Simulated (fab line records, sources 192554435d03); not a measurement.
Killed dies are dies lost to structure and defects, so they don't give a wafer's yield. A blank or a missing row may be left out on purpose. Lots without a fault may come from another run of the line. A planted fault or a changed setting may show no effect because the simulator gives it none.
One fault seen from 3 desks | flow n5_finfet | each desk has only its own numbers; what lay behind them comes last

THE METROLOGY DESK
What the gauges read, lot by lot, whatever tool the lot ran on: means of the sampled wafers that have a number. A lot is out of limits, marked OUT, if its mean lies more than 4 standard deviations from the usual mean; the brackets give that distance.
Columns: A = M11_THK at N5_BEOL_M11_THK_MEAS_53, usual 140 nm; B = M12_ILD_THK at N5_BEOL_M12_THK_MEAS_01, usual 659 nm
lot  | first seen here | A   | B
L886 | day 11 00:32    | 134 | 661
L890 | day 11 18:37    | 139 | 655
L891 | day 13 00:43    | 136 | 661
L894 | day 14 00:38    | 136 | 682
L897 | day 14 02:26    | 138 | 682
L902 | day 14 18:07    | 139 | 661
L905 | day 16 08:04    | 144 | 652
L909 | day 16 16:11    | 142 | 662
L906 | day 17 02:08    | 141 | 658
L908 | day 17 02:24    | 142 | 662
L907 | day 17 20:28    | 142 | 658
This desk's finding: nothing out of limits on any of the 11 lots.

THE TOOL OWNER'S DESK: pecvd-04
The tool's own readings at N5_BEOL_M12_ILD_DEP_00 (deposits SiOC from DEMS/O2, target thk 658.92 nm, time 130.7 s): means of the sampled wafers that have a number, for each lot that ran on this tool. A lot is out of limits, marked OUT, if its mean lies more than 4 standard deviations from the usual mean; the brackets give that distance.
Columns: A = heater_power_w at N5_BEOL_M12_ILD_DEP_00, usual 522 W; B = rf_fwd_power_W at N5_BEOL_M12_ILD_DEP_00, usual 497.8 W; C = showerhead_plenum_p_Torr at N5_BEOL_M12_ILD_DEP_00, usual 5.689 Torr; D = throttle_valve_pct at N5_BEOL_M12_ILD_DEP_00, usual 11.7 %
lot  | first seen here | A   | B     | C     | D
L890 | day 11 18:49    | 579 | 497.8 | 5.687 | 11.5
L891 | day 13 00:54    | 518 | 497.0 | 5.678 | 11.4
L894 | day 14 00:50    | 557 | 493.6 | 5.678 | 11.3
L897 | day 14 02:40    | 534 | 495.1 | 5.683 | 11.4
L909 | day 16 16:22    | 542 | 497.5 | 5.694 | 11.6
L906 | day 17 02:19    | 507 | 497.5 | 5.685 | 11.6
This desk's finding: nothing out of limits on any of the 6 lots.

THE DEFECT DESK
What the inspections along the route counted, lot by lot: means of the sampled wafers that have a number. A lot is out of limits, marked OUT, if its mean lies more than 4 standard deviations from the usual mean; the brackets give that distance.
Columns: A = raw_defect_count at N5_BEOL_M11_INSPECT_58, usual 72
lot  | first seen here | A
L886 | day 11 00:43    | 61
L890 | day 11 18:46    | 59
L891 | day 13 00:52    | 58
L894 | day 14 00:47    | 64
L897 | day 14 02:35    | 74
L902 | day 14 18:16    | 110
L905 | day 16 08:13    | 50
L909 | day 16 16:20    | 58
L906 | day 17 02:17    | 56
L908 | day 17 02:35    | 81
L907 | day 17 20:37    | 81
This desk's finding: nothing out of limits on any of the 11 lots.

PUT TOGETHER
The metrology desk saw nothing out of limits.
The tool owner's desk saw nothing out of limits.
The defect desk saw nothing out of limits.

WHAT THE SIMULATOR HAD PUT IN
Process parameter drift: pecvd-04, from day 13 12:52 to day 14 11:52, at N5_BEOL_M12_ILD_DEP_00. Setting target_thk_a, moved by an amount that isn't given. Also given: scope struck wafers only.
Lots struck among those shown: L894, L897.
